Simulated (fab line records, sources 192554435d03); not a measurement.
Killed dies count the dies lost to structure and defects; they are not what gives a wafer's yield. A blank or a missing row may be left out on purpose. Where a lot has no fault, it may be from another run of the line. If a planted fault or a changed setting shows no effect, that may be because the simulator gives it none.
What tool caused it?	flow n5-finfet	10 lots, 30 wafers sampled, at 1 step of a route of 1938

## WHAT THE GAUGES SHOWED, per wafer
N5_MOL_CONTACT_COAG_INSPECT_10: inspects for defects (brightfield).
lot	measured	on	raw-defect-count
L728	day 4 14:20	defect-inspect-02	43 86 65
L732	day 5 15:08	defect-inspect-01	85 40 38
L735	day 6 09:57	defect-inspect-01	30 39 48
L741	day 8 02:29	defect-inspect-02	72 75 80
L745	day 8 23:56	defect-inspect-02	95 76 71
L746	day 9 02:58	defect-inspect-02	38 50 79
L748	day 9 18:07	defect-inspect-01	89 106 105
L749	day 10 01:42	defect-inspect-01	94 75 60
L750	day 10 05:13	defect-inspect-01	146 68 132
L751	day 10 12:17	defect-inspect-02	77 72 50

## TOOL THAT RAN EACH LOT (tool first, then ch and the chambers of the sampled wafers, then the start)
No process step before these readings appears in the record.

## THE ANSWER, worked out from the rows above alone
Rule: the lots themselves supply what counts as usual. Put in order of their means at a reading, lots are off if they are a third of the lots or fewer, leave a main group of 4 or more, and stand apart from it by a gap of 3 or more times the standard deviation of the main group's means; of several such gaps the widest counts. A main group is skipped when, at the precision printed for the reading in the tables above, its means are all equal. Also off: a lot with no number at a reading for which 4 or more lots have one. Where the step has rows for the other lots, those lots are counted as sound.
No lot is off on any of the readings shown, so nothing can be concluded from this.

## WHAT THE SIMULATOR HAD INSERTED
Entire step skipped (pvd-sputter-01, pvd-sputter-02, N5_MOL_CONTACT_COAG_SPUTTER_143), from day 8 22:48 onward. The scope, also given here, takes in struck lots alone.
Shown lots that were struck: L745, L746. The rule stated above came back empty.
